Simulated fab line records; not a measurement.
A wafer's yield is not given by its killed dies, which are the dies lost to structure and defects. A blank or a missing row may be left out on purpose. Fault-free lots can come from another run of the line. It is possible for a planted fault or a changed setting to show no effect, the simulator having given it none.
Matching of chambers || flow nand_harc || NHARC_A_BLC_STRIP_29 on rie_diel-07 has 4 sister chambers
The step strips in CF4. 8 wafers are shown with their chamber, then 7 later ones without.

== EACH WAFER AND ITS CHAMBER ==
{"wafer": "L420.4", "chamber": 3, "drypump_motor_current_A (A)": 6.13, "oes_product_au (a.u.)": 1.006}
{"wafer": "L426.3", "chamber": 1, "drypump_motor_current_A (A)": 5.94, "oes_product_au (a.u.)": 1.000}
{"wafer": "L426.4", "chamber": 0, "drypump_motor_current_A (A)": 5.34, "oes_product_au (a.u.)": 0.990}
{"wafer": "L422.2", "chamber": 1, "drypump_motor_current_A (A)": 5.92, "oes_product_au (a.u.)": 0.996}
{"wafer": "L422.3", "chamber": 2, "drypump_motor_current_A (A)": 6.27, "oes_product_au (a.u.)": 1.008}
{"wafer": "L422.4", "chamber": 0, "drypump_motor_current_A (A)": 5.33, "oes_product_au (a.u.)": 1.002}
{"wafer": "L429.1", "chamber": 2, "drypump_motor_current_A (A)": 6.21, "oes_product_au (a.u.)": 1.009}
{"wafer": "L429.2", "chamber": 3, "drypump_motor_current_A (A)": 6.13, "oes_product_au (a.u.)": 1.007}

== WAFERS WITHOUT THEIR CHAMBER ==
{"wafer": "L429.4", "drypump_motor_current_A (A)": 5.93, "oes_product_au (a.u.)": 0.991}
{"wafer": "L433.4", "drypump_motor_current_A (A)": 5.34, "oes_product_au (a.u.)": 1.007}
{"wafer": "L433.5", "drypump_motor_current_A (A)": 6.27, "oes_product_au (a.u.)": 1.019}
{"wafer": "L433.6", "drypump_motor_current_A (A)": 5.92, "oes_product_au (a.u.)": 1.009}
{"wafer": "L438.4", "drypump_motor_current_A (A)": 5.30, "oes_product_au (a.u.)": 0.999}
{"wafer": "L438.5", "drypump_motor_current_A (A)": 5.94, "oes_product_au (a.u.)": 1.013}
{"wafer": "L438.6", "drypump_motor_current_A (A)": 6.14, "oes_product_au (a.u.)": 0.992}

== THE CHAMBER EACH PASSED THROUGH ==
{"wafer": "L429.4", "from the rows above": 1, "in truth": 1}
{"wafer": "L433.4", "from the rows above": 0, "in truth": 0}
{"wafer": "L433.5", "from the rows above": 2, "in truth": 2}
{"wafer": "L433.6", "from the rows above": 1, "in truth": 1}
{"wafer": "L438.4", "from the rows above": 0, "in truth": 0}
{"wafer": "L438.5", "from the rows above": 1, "in truth": 1}
{"wafer": "L438.6", "from the rows above": 3, "in truth": 3}
Correctly placed: 7 of 7. Left unplaced by these rows: 0. Wrongly placed: 0.
How it was worked out, from the rows above alone: a wafer's distance from a chamber is the root of the sum, over the readings, of the square of ((its reading less the chamber's mean) divided by the reading's scatter). The wafer belongs to the nearest chamber; if the next one is less than 2 further off, it can't be placed. A chamber's mean is the mean of its shown wafers. How the scatter is found: for the shown wafers, subtract from each reading the mean of its chamber, square and add these, divide the total by (wafers less chambers), then take the root.
